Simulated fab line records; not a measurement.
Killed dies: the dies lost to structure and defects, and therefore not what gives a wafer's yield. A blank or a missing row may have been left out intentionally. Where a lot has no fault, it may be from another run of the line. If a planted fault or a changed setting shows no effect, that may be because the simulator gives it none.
Matching of chambers -- flow n5 finfet -- 4 sister chambers for N5_BEOL_M11_DESCUM_33 on rie diel-03
The step chemistry O2, time 7.9 s. 4 wafers are shown with their chamber, then 7 later ones without.

== WAFERS WITH THEIR CHAMBER ==
wafer,chamber,showerhead plenum p Torr (Torr)
L081.2,0,2.15
L081.4,3,2.10
L086.1,1,2.14
L086.3,2,2.05

== WAFERS MISSING THEIR CHAMBER ==
wafer,showerhead plenum p Torr (Torr)
L086.4,2.15
L091.3,2.14
L091.4,2.04
L091.6,2.04
L096.1,2.14
L096.3,2.04
L096.5,2.09

== THE CHAMBER EACH PASSED THROUGH ==
wafer,from the rows above,in truth
L086.4,can't be placed: 0 or 1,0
L091.3,can't be placed: 1 or 0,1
L091.4,2,2
L091.6,2,2
L096.1,can't be placed: 1 or 0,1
L096.3,2,2
L096.5,3,3
Correct placement for 4 of the 7. Unplaceable from these rows: 3, with the true chamber sitting among the candidates in 3. Placed wrongly: 0.
How it was worked out, from the rows above alone: a wafer's distance from a chamber is the root of the sum, over the readings, of the square of ((its reading less the chamber's mean) divided by the reading's scatter). The wafer belongs to the nearest chamber; if the next one is less than 2 further off, it can't be placed. The mean given for a chamber averages the wafers shown for that chamber. The scatter: with one shown wafer a chamber, the root of the mean of the squares of how far each hidden wafer lies from its nearest shown one.
